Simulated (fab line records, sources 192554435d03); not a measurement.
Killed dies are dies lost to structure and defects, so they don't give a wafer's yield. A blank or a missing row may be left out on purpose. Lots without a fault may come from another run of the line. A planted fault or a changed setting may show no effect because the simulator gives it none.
fab line records -- flow n5_finfet
[record] lots = 7, wafers = 21
route steps=1938 shown BEOL_M8@1342 BEOL_M10@1495 BEOL_M11@1562 BEOL_M13@1685
start_h: start of the lot's first displayed wafer, in hours after the record's first day -- wait_h: hours elapsed since this lot's preceding step -- " repeats the value in the row above -- L1.1+2: one row covering several wafers at once -- - value missing, or start not given -- * or withheld: withheld -- < > ~ a bound
route shown NAME@n: NAME is a module with steps in the file, n the number in the route of the first one -- usual: mean/standard deviation taken from wafers without a fault -- same: alike in all rows -- chamber/n: place in a boat -- sites: per-site readings -- _std_site: the values' standard deviation -- _edge_site: outer sites' mean less inner sites' -- radius_mm: how far each site lies from the wafer's centre -- mask NAME#n: copy n -- behind: the last tool/chamber to shape the wafer -- hold: what put the lot on hold/how long, in hours/how the hold closed -- device: which transistor (n, p or np) failed to switch -- end of line: the tests these same wafers got at the end of their route -- a step given without rows: its recipe and nothing more -- killed: at the first sort, the dies lost to defects and structure; wafer yield is something else -- map: per-die view of a wafer (x killed, . not killed, _ where there is no die)
set.NAME: the setting that was run; set.NAME@STEP: the one run at that earlier step -- model.NAME: the simulator's own value behind a step, which no gauge read
lots where settings were altered on purpose, with a table for each step and a row for each wafer
[[steps]]
[step N5_BEOL_M8_EXPOSE_08]
[recipe] mask_id = M8, na = 1.35, source_shape = dipole, sigma_inner = 0.817, sigma_outer = 0.97, polarization = te, dose_mj = 68.25
lot.wafer,tool,chamber,start_h,wait_h,mask,set.dose_mj
L074.1+2+6,arfi_scanner-02,0,201.01,-,M8#0,68.25
L075.1+5,arfi_scanner-01,0,214.02,-,M8#0,68.25
L075.4,arfi_scanner-01,0,214.02,-,M8#0,70.28
L076.2,arfi_scanner-01,0,220.26,-,M8#0,65.36
L076.3+6,arfi_scanner-01,0,220.26,-,M8#0,68.25
L079.2+3+4,arfi_scanner-03,0,230.18,-,M8#0,68.25
L080.3+6,arfi_scanner-02,0,241.64,-,M8#0,71.45
L080.5,arfi_scanner-02,0,241.64,-,M8#0,68.25
L092.1+4+5,arfi_scanner-02,0,304.80,-,M8#0,68.25
L096.2+6,arfi_scanner-01,0,334.53,-,M8#0,68.25
L096.4,arfi_scanner-01,0,334.53,-,M8#0,64.46
[step N5_BEOL_M8_PEB_09]
[recipe] peb_temp_c = withheld, peb_time_s = 60, resist = CAR-ArF
[step N5_BEOL_M8_DEVELOP_10]
[recipe] develop_time_s = 30, developer = TMAH, resist = CAR-ArF, rinse_liquid = diw, dry = air_spin, dev_temp_c = 23
[step N5_BEOL_M8_CD_MEAS_11]
[recipe] target_cd_nm = 38.5, landing_energy_ev = 500, detector = se_inlens, polarity = opening
[usual] cd_nm = 38.1/0.81
lot.wafer,tool,chamber,start_h,wait_h,set.dose_mj@BEOL_M8_EXPOSE_08,cd_nm
L074.1,cd_sem-02,0,201.14,-,68.25,37.9
L074.2,cd_sem-02,0,201.14,-,68.25,36.9
L074.6,cd_sem-02,0,201.14,-,68.25,37.4
L075.1,cd_sem-02,0,214.14,-,68.25,38.5
L075.4,cd_sem-02,0,214.14,-,70.28,40.0
L075.5,cd_sem-02,0,214.14,-,68.25,39.0
L076.2,cd_sem-01,0,220.38,-,65.36,35.9
L076.3,cd_sem-01,0,220.38,-,68.25,39.5
L076.6,cd_sem-01,0,220.38,-,68.25,39.0
L079.2,cd_sem-02,0,230.30,-,68.25,37.2
L079.3,cd_sem-02,0,230.30,-,68.25,36.5
L079.4,cd_sem-02,0,230.30,-,68.25,37.6
L080.3,cd_sem-02,0,241.76,-,71.45,40.3
L080.5,cd_sem-02,0,241.76,-,68.25,37.9
L080.6,cd_sem-02,0,241.76,-,71.45,41.2
L092.1,cd_sem-03,0,304.93,-,68.25,39.0
L092.4,cd_sem-03,0,304.93,-,68.25,37.4
L092.5,cd_sem-03,0,304.93,-,68.25,39.1
L096.2,cd_sem-03,0,334.65,-,68.25,37.8
L096.4,cd_sem-03,0,334.65,-,64.46,34.5
L096.6,cd_sem-03,0,334.65,-,68.25,37.0
[step N5_BEOL_M8_DESCUM_16]
[recipe] chemistry = O2, time_s = 7.9, source_power_w = 50, bias_power_w = 20, pressure_mtorr = 20, rf_frequency_hz = 2.712e+07, temp_c = 40, resist = CAR-ArF, o2_flow_sccm = 225
[step N5_BEOL_M8_ETCH_61]
[recipe] chemistry = CF4, target = SiARC, target_depth_a = 455, mask_material = CAR-ArF, time_s = 75.8, ion_energy_ev = 80, pressure_mtorr = 40, source_w = 545, bias_w = 36, Ar_flow_sccm = 100, cf4_flow_sccm = 100, ends = cleared
lot.wafer,tool,chamber,start_h,wait_h,set.dose_mj@BEOL_M8_EXPOSE_08,model.BEOL_M8.cd_offset_nm
L074.1,rie_diel-04,0,201.26,0.0,68.25,-0.8
L074.2,rie_diel-04,3,201.26,0.0,68.25,-1.2
L074.6,rie_diel-04,3,201.26,0.0,68.25,-1
L075.1,rie_diel-06,0,214.30,0.0,68.25,0
L075.4,rie_diel-06,2,214.30,0.0,70.28,1.8
L075.5,rie_diel-06,0,214.30,0.0,68.25,0.4
L076.2,rie_diel-02,0,220.51,0.0,65.36,-2.2
L076.3,rie_diel-02,2,220.51,0.0,68.25,1.2
L076.6,rie_diel-02,0,220.51,0.0,68.25,0.6
L079.2,rie_diel-04,3,230.42,0.0,68.25,-1.2
L079.3,rie_diel-04,1,230.42,0.0,68.25,-1.6
L079.4,rie_diel-04,0,230.42,0.0,68.25,-0.6
L080.3,rie_diel-06,3,242.28,0.0,71.45,1.8
L080.5,rie_diel-06,0,242.28,0.0,68.25,-0.4
L080.6,rie_diel-06,1,242.28,0.0,71.45,3.2
L092.1,rie_diel-02,1,305.06,0.0,68.25,0.2
L092.4,rie_diel-02,3,305.06,0.0,68.25,-1.2
L092.5,rie_diel-02,2,305.06,0.0,68.25,0.8
L096.2,rie_diel-06,1,334.78,0.0,68.25,-0.8
L096.4,rie_diel-06,3,334.78,0.0,64.46,-3.8
L096.6,rie_diel-06,0,334.78,0.0,68.25,-1
[step N5_BEOL_M8_ETCH_62]
[recipe] chemistry = N2/H2, target = SOC, target_depth_a = 1100, overetch_a = 220, mask_material = SiARC, temp_c = 40, time_s = 165, ion_energy_ev = 200, pressure_mtorr = 30, source_w = 840, bias_w = 150, n2_flow_sccm = 200, h2_flow_sccm = 200
[usual] rf_vpp_V = 522.5/1.9
lot.wafer,tool,chamber,start_h,wait_h,set.bias_w,rf_vpp_V
L074.1,rie_diel-04,0,201.32,0.0,150,526.4
L074.2,rie_diel-04,3,201.32,0.0,150,520.2
L074.6,rie_diel-04,3,201.32,0.0,150,521.4
L075.1,rie_diel-06,0,214.35,0.0,130.8,479.0
L075.4,rie_diel-06,2,214.35,0.0,130.8,481.1
L075.5,rie_diel-06,0,214.35,0.0,130.8,477.9
L076.2,rie_diel-02,0,220.56,0.0,131.2,482.7
L076.3,rie_diel-02,2,220.56,0.0,150,526.4
L076.6,rie_diel-02,0,220.56,0.0,131.2,484.8
L079.2,rie_diel-04,3,230.48,0.0,150,520.0
L079.3,rie_diel-04,1,230.48,0.0,150,520.9
L079.4,rie_diel-04,0,230.48,0.0,150,525.1
L080.3,rie_diel-06,3,242.34,0.0,150,521.7
L080.5,rie_diel-06,0,242.34,0.0,150,522.7
L080.6,rie_diel-06,1,242.34,0.0,150,521.3
L092.1,rie_diel-02,1,305.11,0.0,132.7,479.9
L092.4,rie_diel-02,3,305.11,0.0,132.7,484.3
L092.5,rie_diel-02,2,305.11,0.0,150,524.9
L096.2,rie_diel-06,1,334.83,0.0,175,575.2
L096.4,rie_diel-06,3,334.83,0.0,175,574.9
L096.6,rie_diel-06,0,334.83,0.0,175,573.8
[step N5_BEOL_M8_STRIP_68]
[recipe] chemistry = N2/H2, temp_c = 40, n2_flow_sccm = 200, h2_flow_sccm = 200, rf_frequency_hz = 6e+07
[step N5_BEOL_M8_STRIP_67]
[recipe] chemistry = CF4, resist = SiARC, power_w = 300, bias_power_w = 75, pressure_mtorr = 50, cf4_flow_sccm = 150, rf_frequency_hz = 6e+07
[step N5_BEOL_M8_HM_OPEN_17]
[recipe] chemistry = Cl2/BCl3, target_depth_a = 200, overetch_a = 60, target = TiN, mask_material = SOC, ion_energy_ev = 150, pressure_mtorr = 10, icp_w = 1000, bias_w = 126, Cl2_flow_sccm = 53.25, bcl3_flow_sccm = 21.75, Ar_flow_sccm = 25
[step N5_BEOL_M8_STRIP_19]
[recipe] chemistry = O2, power_w = 400, temp_c = 40, pressure_mtorr = 30, rf_frequency_hz = 6e+07, bias_power_w = 0, overash_fraction = 0.2, o2_flow_sccm = 225
[step N5_BEOL_M8_CD_MEAS_18]
[recipe] pitch_nm = 80, target_cd_nm = 40
[usual] cd_nm = 39.8/0.97
lot.wafer,tool,chamber,start_h,wait_h,set.dose_mj@BEOL_M8_EXPOSE_08,cd_nm
L074.1,cd_sem-03,-,201.68,0.0,68.25,39.4
L074.2,cd_sem-03,-,201.68,0.0,68.25,39.7
L074.6,cd_sem-03,-,201.68,0.0,68.25,39.6
L075.1,cd_sem-02,-,214.72,0.0,68.25,40.3
L075.4,cd_sem-02,-,214.72,0.0,70.28,41.3
L075.5,cd_sem-02,-,214.72,0.0,68.25,40.6
L076.2,cd_sem-03,-,220.93,0.1,65.36,37.2
L076.3,cd_sem-03,-,220.93,0.1,68.25,41.2
L076.6,cd_sem-03,-,220.93,0.1,68.25,40.0
L079.2,cd_sem-02,-,231.12,0.1,68.25,38.8
L079.3,cd_sem-02,-,231.12,0.1,68.25,38.1
L079.4,cd_sem-02,-,231.12,0.1,68.25,39.3
L080.3,cd_sem-03,-,242.81,0.1,71.45,41.5
L080.5,cd_sem-03,-,242.81,0.1,68.25,40.1
L080.6,cd_sem-03,-,242.81,0.1,71.45,43.2
L092.1,cd_sem-01,-,305.51,0.0,68.25,40.3
L092.4,cd_sem-01,-,305.51,0.0,68.25,38.6
L092.5,cd_sem-01,-,305.51,0.0,68.25,40.3
L096.2,cd_sem-02,-,335.20,0.1,68.25,39.0
L096.4,cd_sem-02,-,335.20,0.1,64.46,35.9
L096.6,cd_sem-02,-,335.20,0.1,68.25,39.4
[step N5_BEOL_M8_COAT_63]
[recipe] resist = SOC, temp_c = 250, time_s = 60, spin_rpm = 1500, resist_thk_nm = 60
[step N5_BEOL_M8_COAT_64]
[recipe] resist = SiARC, temp_c = 220, time_s = 60, spin_rpm = 1500, resist_thk_nm = 12
[step N5_BEOL_M8_PRECLEAN_42]
[recipe] chemistry = residue_remover, time_s = 60, temp_c = 40
[step N5_BEOL_M8_SRD_43]
[recipe] time_s = 30, temp_c = 23, rinse_liquid = diw, dry = ipa_marangoni
[step N5_BEOL_M8_CD_MEAS_35]
[recipe] target_cd_nm = 40, polarity = opening
[usual] cd_nm = 39.8/0.98
lot.wafer,tool,chamber,start_h,wait_h,set.dose_mj@BEOL_M8_EXPOSE_08,cd_nm
L074.1,cd_sem-01,-,202.82,0.0,68.25,39.9
L074.2,cd_sem-01,-,202.82,0.0,68.25,39.2
L074.6,cd_sem-01,-,202.82,0.0,68.25,39.5
L075.1,cd_sem-03,-,216.88,0.0,68.25,40.6
L075.4,cd_sem-03,-,216.88,0.0,70.28,41.6
L075.5,cd_sem-03,-,216.88,0.0,68.25,40.6
L076.2,cd_sem-03,-,225.13,0.0,65.36,36.8
L076.3,cd_sem-03,-,225.13,0.0,68.25,41.3
L076.6,cd_sem-03,-,225.13,0.0,68.25,40.0
L079.2,cd_sem-03,-,232.19,0.0,68.25,38.8
L079.3,cd_sem-03,-,232.19,0.0,68.25,38.0
L079.4,cd_sem-03,-,232.19,0.0,68.25,39.3
L080.3,cd_sem-02,-,245.35,0.0,71.45,41.5
L080.5,cd_sem-02,-,245.35,0.0,68.25,39.9
L080.6,cd_sem-02,-,245.35,0.0,71.45,43.1
L092.1,cd_sem-02,-,307.13,0.0,68.25,41.0
L092.4,cd_sem-02,-,307.13,0.0,68.25,39.3
L092.5,cd_sem-02,-,307.13,0.0,68.25,40.2
L096.2,cd_sem-01,-,337.73,0.0,68.25,39.7
L096.4,cd_sem-01,-,337.73,0.0,64.46,35.9
L096.6,cd_sem-01,-,337.73,0.0,68.25,39.6
[step N5_BEOL_M10_COAT_64]
[recipe] resist = SiARC, temp_c = 220, time_s = 60, spin_rpm = 1500, resist_thk_nm = 30
lot.wafer,tool,chamber,start_h,wait_h,set.spin_rpm,model.SiARC_of_BEOL_M10_COAT_64.thk_nm
L074.1+2+6,litho_track-01,0,-,-,1500,30
L075.1+4+5,litho_track-01,0,-,-,1500,30
L076.2,litho_track-01,0,-,-,1617,28.6
L076.3,litho_track-01,0,-,-,1617,28.8
L076.6,litho_track-01,0,-,-,1500,29.8
L079.2,litho_track-04,0,-,-,1500,30
L079.3,litho_track-04,0,-,-,1558,29.4
L079.4,litho_track-04,0,-,-,1558,29.6
L080.3,litho_track-04,0,-,-,1554,29.6
L080.5+6,litho_track-04,0,-,-,1500,30
L092.1+4,litho_track-03,0,-,-,1500,30.2
L092.5,litho_track-03,0,-,-,1500,30
L096.2,litho_track-03,0,-,-,1500,30
L096.4+6,litho_track-03,0,-,-,1338,31.8
[step N5_BEOL_M10_COAT_22]
[recipe] resist = CAR-ArF, spin_rpm = 1500, resist_thk_nm = 90
lot.wafer,tool,chamber,start_h,wait_h,set.spin_rpm,model.CAR-ArF_of_BEOL_M10_COAT_22.thk_nm
L074.1+6,litho_track-01,0,-,-,1500,89.8
L074.2,litho_track-01,0,-,-,1500,90
L075.1+5,litho_track-01,0,-,-,1500,89.8
L075.4,litho_track-01,0,-,-,1500,90
L076.2,litho_track-01,0,-,-,1500,90.4
L076.3,litho_track-01,0,-,-,1654,86.2
L076.6,litho_track-01,0,-,-,1500,90.2
L079.2+3,litho_track-04,0,-,-,1500,90
L079.4,litho_track-04,0,-,-,1500,89.8
L080.3,litho_track-04,0,-,-,1356,94.8
L080.5,litho_track-04,0,-,-,1356,94.6
L080.6,litho_track-04,0,-,-,1500,89.8
L092.1,litho_track-03,0,-,-,1659,85.8
L092.4,litho_track-03,0,-,-,1500,90.2
L092.5,litho_track-03,0,-,-,1500,90
L096.2,litho_track-03,0,-,-,1400,93.2
L096.4+6,litho_track-03,0,-,-,1500,90
[step N5_BEOL_M10_EBR_24]
[recipe] solvent = PGMEA, ebr_width_mm = 1.5
[step N5_BEOL_M10_SOFTBAKE_23]
[recipe] temp_c = 110, time_s = 60, resist = CAR-ArF
[step N5_BEOL_M10_DESCUM_33]
[recipe] chemistry = O2, time_s = 7.9, source_power_w = 50, bias_power_w = 20, pressure_mtorr = 20, rf_frequency_hz = 2.712e+07, temp_c = 40, resist = CAR-ArF, o2_flow_sccm = 225
lot.wafer,tool,chamber,start_h,wait_h,set.spin_rpm@BEOL_M10_COAT_22,model.CAR-ArF_of_BEOL_M10_COAT_22.thk_nm
L074.1+6,rie_diel-02,"2,1",214.96,0.0,1500,83.4
L074.2,rie_diel-02,0,214.96,0.0,1500,83.6
L075.1+5,rie_diel-04,"2,0",233.69,0.0,1500,83.2
L075.4,rie_diel-04,3,233.69,0.0,1500,83.4
L076.2+6,rie_diel-02,"1,0",237.48,0.3,1500,83.8
L076.3,rie_diel-02,0,237.48,0.3,1654,79.8
L079.2,rie_diel-06,2,249.13,0.2,1500,83.6
L079.3+4,rie_diel-06,"1,2",249.13,0.2,1500,83.4
L080.3,rie_diel-02,3,259.09,0.0,1356,88.2
L080.5,rie_diel-02,3,259.09,0.0,1356,88
L080.6,rie_diel-02,1,259.09,0.0,1500,83.4
L092.1,rie_diel-02,0,323.35,0.2,1659,79.4
L092.4,rie_diel-02,0,323.35,0.2,1500,83.8
L092.5,rie_diel-02,2,323.35,0.2,1500,83.4
L096.2,rie_diel-02,2,354.67,0.0,1400,86.8
L096.4,rie_diel-02,0,354.67,0.0,1500,83.6
L096.6,rie_diel-02,1,354.67,0.0,1500,83.4
[step N5_BEOL_M10_ETCH_65]
[recipe] chemistry = CF4, target = SiARC, target_depth_a = 390, mask_material = CAR-ArF, time_s = 65, ion_energy_ev = 80, pressure_mtorr = 40, source_w = 545, bias_w = 36, Ar_flow_sccm = 100, cf4_flow_sccm = 100, ends = cleared
lot.wafer,tool,chamber,start_h,wait_h,set.spin_rpm@BEOL_M10_COAT_64,set.spin_rpm@BEOL_M10_COAT_22,model.CAR-ArF_of_BEOL_M10_COAT_22.thk_nm,model.etch.depth_nm
L074.1,rie_diel-02,2,215.00,0.0,1500,1500,55.4,30.02
L074.2,rie_diel-02,0,215.00,0.0,1500,1500,55.6,30
L074.6,rie_diel-02,1,215.00,0.0,1500,1500,55.4,29.97
L075.1,rie_diel-04,2,233.72,0.0,1500,1500,55.2,30.08
L075.4,rie_diel-04,3,233.72,0.0,1500,1500,55.4,30.05
L075.5,rie_diel-04,0,233.72,0.0,1500,1500,55.4,30.01
L076.2,rie_diel-02,1,237.51,0.0,1617,1500,57.2,28.68
L076.3,rie_diel-02,0,237.51,0.0,1617,1654,53,28.78
L076.6,rie_diel-02,0,237.51,0.0,1500,1500,56,29.89
L079.2,rie_diel-06,2,249.16,0.0,1500,1500,55.6,30.1
L079.3,rie_diel-06,1,249.16,0.0,1558,1500,56,29.45
L079.4,rie_diel-06,2,249.16,0.0,1558,1500,55.8,29.59
L080.3,rie_diel-02,3,259.13,0.0,1554,1356,60.6,29.57
L080.5,rie_diel-02,3,259.13,0.0,1500,1356,60,29.93
L080.6,rie_diel-02,1,259.13,0.0,1500,1500,55.4,30.04
L092.1,rie_diel-02,0,323.39,0.0,1500,1659,51.4,30.16
L092.4,rie_diel-02,0,323.39,0.0,1500,1500,55.6,30.2
L092.5,rie_diel-02,2,323.39,0.0,1500,1500,55.4,30.08
L096.2,rie_diel-02,2,354.70,0.0,1500,1400,58.8,30.08
L096.4,rie_diel-02,0,354.70,0.0,1338,1500,53.8,31.88
L096.6,rie_diel-02,1,354.70,0.0,1338,1500,53.8,31.81
[step N5_BEOL_M11_COAT_22]
[recipe] resist = CAR-ArF, spin_rpm = 1500, resist_thk_nm = 90
lot.wafer,tool,chamber,start_h,wait_h,set.spin_rpm,model.CAR-ArF_of_BEOL_M11_COAT_22.thk_nm
L074.1+2,litho_track-02,0,-,-,1500,90.2
L074.6,litho_track-02,0,-,-,1500,90.4
L075.1+5,litho_track-04,0,-,-,1500,90.2
L075.4,litho_track-04,0,-,-,1500,90.4
L076.2,litho_track-02,0,-,-,1500,90
L076.3,litho_track-02,0,-,-,1500,90.2
L076.6,litho_track-02,0,-,-,1591,87.2
L079.2+4,litho_track-02,0,-,-,1622,86.6
L079.3,litho_track-02,0,-,-,1622,86.4
L080.3+6,litho_track-05,0,-,-,1352,95.2
L080.5,litho_track-05,0,-,-,1500,90
L092.1,litho_track-05,0,-,-,1500,90.2
L092.4,litho_track-05,0,-,-,1618,86.6
L092.5,litho_track-05,0,-,-,1500,90
L096.2,litho_track-05,0,-,-,1500,90
L096.4+6,litho_track-05,0,-,-,1410,92.8
[step N5_BEOL_M11_EBR_24]
[recipe] solvent = PGMEA, ebr_width_mm = 1.5
[step N5_BEOL_M11_SOFTBAKE_23]
[recipe] temp_c = 110, time_s = 60, resist = CAR-ArF
[step N5_BEOL_M11_EXPOSE_25]
[recipe] mask_id = V10, na = 1.35, source_shape = annular, sigma_inner = 0.5, sigma_outer = 0.8, polarization = unpolarized, dose_mj = 85.5
[step N5_BEOL_M11_PEB_26]
[recipe] peb_temp_c = withheld, peb_time_s = 60, resist = CAR-ArF
[step N5_BEOL_M11_DEVELOP_27]
[recipe] develop_time_s = 30, developer = TMAH, resist = CAR-ArF, rinse_liquid = diw, dry = air_spin, dev_temp_c = 23
lot.wafer,tool,chamber,start_h,wait_h,set.spin_rpm@BEOL_M11_COAT_22,model.CAR-ArF_of_BEOL_M11_COAT_22.thk_nm
L074.1+2,litho_track-05,0,-,-,1500,88.6
L074.6,litho_track-05,0,-,-,1500,88.8
L075.1,litho_track-04,0,-,-,1500,88.6
L075.4,litho_track-04,0,-,-,1500,88.8
L075.5,litho_track-04,0,-,-,1500,88.4
L076.2,litho_track-02,0,-,-,1500,88.2
L076.3,litho_track-02,0,-,-,1500,88.4
L076.6,litho_track-02,0,-,-,1591,85.6
L079.2+4,litho_track-04,0,-,-,1622,84.8
L079.3,litho_track-04,0,-,-,1622,84.6
L080.3,litho_track-02,0,-,-,1352,93.6
L080.5,litho_track-02,0,-,-,1500,88.2
L080.6,litho_track-02,0,-,-,1352,93.4
L092.1,litho_track-05,0,-,-,1500,88.4
L092.4,litho_track-05,0,-,-,1618,85
L092.5,litho_track-05,0,-,-,1500,88.2
L096.2,litho_track-04,0,-,-,1500,88.4
L096.4+6,litho_track-04,0,-,-,1410,91
[step N5_BEOL_M13_EXPOSE_25]
[recipe] mask_id = M13, na = 0.93, source_shape = conventional, sigma_outer = 0.4, polarization = unpolarized, target_cd_nm = 210, dose_mj = 22
lot.wafer,tool,chamber,start_h,wait_h,mask,set.dose_mj
L074.1+2+6,krf_scanner-02,0,234.68,-,M13#0,22
L075.1+4,krf_scanner-01,0,252.29,-,M13#0,22
L075.5,krf_scanner-01,0,252.29,-,M13#0,22.84
L076.2+3,krf_scanner-02,0,259.64,-,M13#0,22.54
L076.6,krf_scanner-02,0,259.64,-,M13#0,22
L079.2+4,krf_scanner-01,0,270.45,-,M13#0,22
L079.3,krf_scanner-01,0,270.45,-,M13#0,22.79
L080.3+5,krf_scanner-02,0,278.61,-,M13#0,20.83
L080.6,krf_scanner-02,0,278.61,-,M13#0,22
L092.1+4+5,krf_scanner-01,0,341.84,-,M13#0,23.22
L096.2+4,krf_scanner-02,0,374.85,-,M13#0,21.09
L096.6,krf_scanner-02,0,374.85,-,M13#0,22
[step N5_BEOL_M13_PEB_26]
[recipe] peb_temp_c = 130, peb_time_s = 90
[step N5_BEOL_M13_DEVELOP_27]
[recipe] develop_time_s = 45, rinse_liquid = diw, dry = air_spin, dev_temp_c = 21
[step N5_BEOL_M13_HARDBAKE_32]
[recipe] temp_c = 130, time_s = 120
[step N5_BEOL_M13_CD_MEAS_28]
[recipe] target_cd_nm = 209.5, landing_energy_ev = 500, detector = se_inlens
[usual] cd_nm = 210.4/1.3
lot.wafer,tool,chamber,start_h,wait_h,set.dose_mj@BEOL_M13_EXPOSE_25,cd_nm
L074.1,cd_sem-03,0,234.85,-,22,210.8
L074.2,cd_sem-03,0,234.85,-,22,208.9
L074.6,cd_sem-03,0,234.85,-,22,209.9
L075.1,cd_sem-02,0,252.47,-,22,211.9
L075.4,cd_sem-02,0,252.47,-,22,209.9
L075.5,cd_sem-02,0,252.47,-,22.84,212.9
L076.2,cd_sem-02,0,259.80,-,22.54,212.0
L076.3,cd_sem-02,0,259.80,-,22.54,213.8
L076.6,cd_sem-02,0,259.80,-,22,210.2
L079.2,cd_sem-02,0,270.61,-,22,209.6
L079.3,cd_sem-02,0,270.61,-,22.79,214.7
L079.4,cd_sem-02,0,270.61,-,22,210.8
L080.3,cd_sem-01,0,278.77,-,20.83,203.7
L080.5,cd_sem-01,0,278.77,-,20.83,203.2
L080.6,cd_sem-01,0,278.77,-,22,209.9
L092.1,cd_sem-03,0,342.01,-,23.22,218.2
L092.4,cd_sem-03,0,342.01,-,23.22,216.7
L092.5,cd_sem-03,0,342.01,-,23.22,216.5
L096.2,cd_sem-03,0,375.02,-,21.09,206.7
L096.4,cd_sem-03,0,375.02,-,21.09,206.1
L096.6,cd_sem-03,0,375.02,-,22,209.8
[step N5_BEOL_M13_DESCUM_33]
[recipe] chemistry = O2, time_s = 7.9, source_power_w = 50, bias_power_w = 20, pressure_mtorr = 20, rf_frequency_hz = 2.712e+07, temp_c = 40, o2_flow_sccm = 225
lot.wafer,tool,chamber,start_h,wait_h,set.dose_mj@BEOL_M13_EXPOSE_25,model.BEOL_M13.cd_nm
L074.1,rie_diel-01,3,234.94,0.0,22,211
L074.2,rie_diel-01,0,234.94,0.0,22,209
L074.6,rie_diel-01,0,234.94,0.0,22,210
L075.1,rie_diel-03,0,252.55,0.0,22,212
L075.4,rie_diel-03,2,252.55,0.0,22,210.4
L075.5,rie_diel-03,3,252.55,0.0,22.84,212.8
L076.2,rie_diel-05,2,259.91,0.1,22.54,211.6
L076.3,rie_diel-05,0,259.91,0.1,22.54,213.8
L076.6,rie_diel-05,2,259.91,0.1,22,210.2
L079.2,rie_diel-05,3,270.70,0.0,22,209
L079.3,rie_diel-05,0,270.70,0.0,22.79,214.6
L079.4,rie_diel-05,1,270.70,0.0,22,210.8
L080.3,rie_diel-03,1,278.85,0.0,20.83,203.6
L080.5,rie_diel-03,1,278.85,0.0,20.83,203
L080.6,rie_diel-03,2,278.85,0.0,22,209.8
L092.1,rie_diel-01,2,342.32,0.2,23.22,218
L092.4,rie_diel-01,3,342.32,0.2,23.22,216.4
L092.5,rie_diel-01,1,342.32,0.2,23.22,216.8
L096.2,rie_diel-05,1,375.33,0.3,21.09,206.6
L096.4,rie_diel-05,3,375.33,0.3,21.09,206
L096.6,rie_diel-05,2,375.33,0.3,22,209.8
[step N5_BEOL_M13_ETCH_67]
[recipe] chemistry = CF4, target = SiARC, target_depth_a = 1430, time_s = 238.3, ion_energy_ev = 80, pressure_mtorr = 40, source_w = 545, bias_w = 36, Ar_flow_sccm = 100, cf4_flow_sccm = 100, ends = cleared
lot.wafer,tool,chamber,start_h,wait_h,set.dose_mj@BEOL_M13_EXPOSE_25,model.BEOL_M13.cd_nm
L074.1,rie_diel-01,3,234.97,0.0,22,212.4
L074.2,rie_diel-01,0,234.97,0.0,22,208.4
L074.6,rie_diel-01,0,234.97,0.0,22,210.6
L075.1,rie_diel-03,0,252.59,0.0,22,212
L075.4,rie_diel-03,2,252.59,0.0,22,211.6
L075.5,rie_diel-03,3,252.59,0.0,22.84,213
L076.2,rie_diel-05,2,259.94,0.0,22.54,213
L076.3,rie_diel-05,0,259.94,0.0,22.54,215.2
L076.6,rie_diel-05,2,259.94,0.0,22,211.4
L079.2,rie_diel-05,3,270.73,0.0,22,210.4
L079.3,rie_diel-05,0,270.73,0.0,22.79,215.6
L079.4,rie_diel-05,1,270.73,0.0,22,211.6
L080.3,rie_diel-03,1,278.89,0.0,20.83,204
L080.5,rie_diel-03,1,278.89,0.0,20.83,203.2
L080.6,rie_diel-03,2,278.89,0.0,22,210.8
L092.1,rie_diel-01,2,342.35,0.0,23.22,218.4
L092.4,rie_diel-01,3,342.35,0.0,23.22,217.8
L092.5,rie_diel-01,1,342.35,0.0,23.22,217.2
L096.2,rie_diel-05,1,375.37,0.0,21.09,207.4
L096.4,rie_diel-05,3,375.37,0.0,21.09,207.2
L096.6,rie_diel-05,2,375.37,0.0,22,211.4
[[key]]
[split] step = N5_BEOL_M8_EXPOSE_08, setting = dose_mj, stated = 68.25, by = wafer
[response] step = N5_BEOL_M8_CD_MEAS_11, reading = cd_nm, change = +0.597, per = 1%, r = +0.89
[response] step = N5_BEOL_M8_ETCH_61, reading = model.BEOL_M8.cd_offset_nm, change = +0.598, per = 1%, r = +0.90
[response] step = N5_BEOL_M8_CD_MEAS_18, reading = cd_nm, change = +0.579, per = 1%, r = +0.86
[response] step = N5_BEOL_M8_CD_MEAS_35, reading = cd_nm, change = +0.642, per = 1%, r = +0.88
[split] step = N5_BEOL_M8_ETCH_62, setting = bias_w, stated = 150, by = wafer
[response] step = N5_BEOL_M8_ETCH_62, reading = rf_vpp_V, change = +3.54, per = 1%, r = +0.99
[split] step = N5_BEOL_M10_COAT_64, setting = spin_rpm, stated = 1500, by = wafer
[response] step = N5_BEOL_M10_COAT_64, reading = model.SiARC_of_BEOL_M10_COAT_64.thk_nm, change = -0.153, per = 1%, r = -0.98
[response] step = N5_BEOL_M10_ETCH_65, reading = model.etch.depth_nm, change = -0.155, per = 1%, r = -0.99
[split] step = N5_BEOL_M10_COAT_22, setting = spin_rpm, stated = 1500, by = wafer
[response] step = N5_BEOL_M10_COAT_22, reading = model.CAR-ArF_of_BEOL_M10_COAT_22.thk_nm, change = -0.44, per = 1%, r = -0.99
[response] step = N5_BEOL_M10_DESCUM_33, reading = model.CAR-ArF_of_BEOL_M10_COAT_22.thk_nm, change = -0.431, per = 1%, r = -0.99
[response] step = N5_BEOL_M10_ETCH_65, reading = model.CAR-ArF_of_BEOL_M10_COAT_22.thk_nm, change = -0.454, per = 1%, r = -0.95
[split] step = N5_BEOL_M11_COAT_22, setting = spin_rpm, stated = 1500, by = wafer
[response] step = N5_BEOL_M11_COAT_22, reading = model.CAR-ArF_of_BEOL_M11_COAT_22.thk_nm, change = -0.488, per = 1%, r = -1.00
[response] step = N5_BEOL_M11_DEVELOP_27, reading = model.CAR-ArF_of_BEOL_M11_COAT_22.thk_nm, change = -0.475, per = 1%, r = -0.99
[split] step = N5_BEOL_M13_EXPOSE_25, setting = dose_mj, stated = 22, by = wafer
[response] step = N5_BEOL_M13_CD_MEAS_28, reading = cd_nm, change = +1.01, per = 1%, r = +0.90
[response] step = N5_BEOL_M13_DESCUM_33, reading = model.BEOL_M13.cd_nm, change = +0.991, per = 1%, r = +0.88
[response] step = N5_BEOL_M13_ETCH_67, reading = model.BEOL_M13.cd_nm, change = +1.05, per = 1%, r = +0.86
